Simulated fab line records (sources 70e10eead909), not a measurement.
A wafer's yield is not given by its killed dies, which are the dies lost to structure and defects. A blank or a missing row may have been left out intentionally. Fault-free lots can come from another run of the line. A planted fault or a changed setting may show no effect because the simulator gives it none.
Chamber matching + flow nand_harc + NHARC_A_SGD_CUT_DESCUM_14 on rie_diel-05 has 4 sister chambers
The step chemistry O2, time 3 s. 4 wafers are shown with their chamber, then 7 later ones without.

## WAFERS PAIRED WITH THEIR CHAMBERS
| wafer  | chamber | drypump_motor_current_A (A) |
|--------|---------|-----------------------------|
| L077.3 | 1       | 6.0                         |
| L084.4 | 3       | 6.1                         |
| L090.2 | 0       | 6.0                         |
| L090.5 | 2       | 6.4                         |

## WAFERS WITHOUT THEIR CHAMBER
| wafer  | drypump_motor_current_A (A) |
|--------|-----------------------------|
| L090.6 | 6.1                         |
| L094.1 | 6.4                         |
| L094.3 | 6.0                         |
| L094.6 | 6.1                         |
| L097.3 | 6.1                         |
| L097.4 | 6.0                         |
| L097.6 | 6.3                         |

## CHAMBER TAKEN BY EACH
| wafer  | from the rows above     | in truth |
|--------|-------------------------|----------|
| L090.6 | 3                       | 3        |
| L094.1 | 2                       | 2        |
| L094.3 | can't be placed: 0 or 1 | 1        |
| L094.6 | 3                       | 3        |
| L097.3 | 3                       | 3        |
| L097.4 | can't be placed: 0 or 1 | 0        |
| L097.6 | 2                       | 2        |
Placed correctly: 5 of 7. Unplaceable from these rows: 2, with the true chamber sitting among the candidates in 2. Placed wrongly: 0.
How it was worked out, from the rows above alone: a wafer's distance from a chamber is the root of the sum, over the readings, of the square of ((its reading less the chamber's mean) divided by the reading's scatter). If the next closest chamber is less than 2 further off than the closest, the wafer can't be placed; otherwise it belongs to the closest. Each chamber's mean is taken over the wafers shown for it. The scatter: with one shown wafer a chamber, the root of the mean of the squares of how far each hidden wafer lies from its nearest shown one.
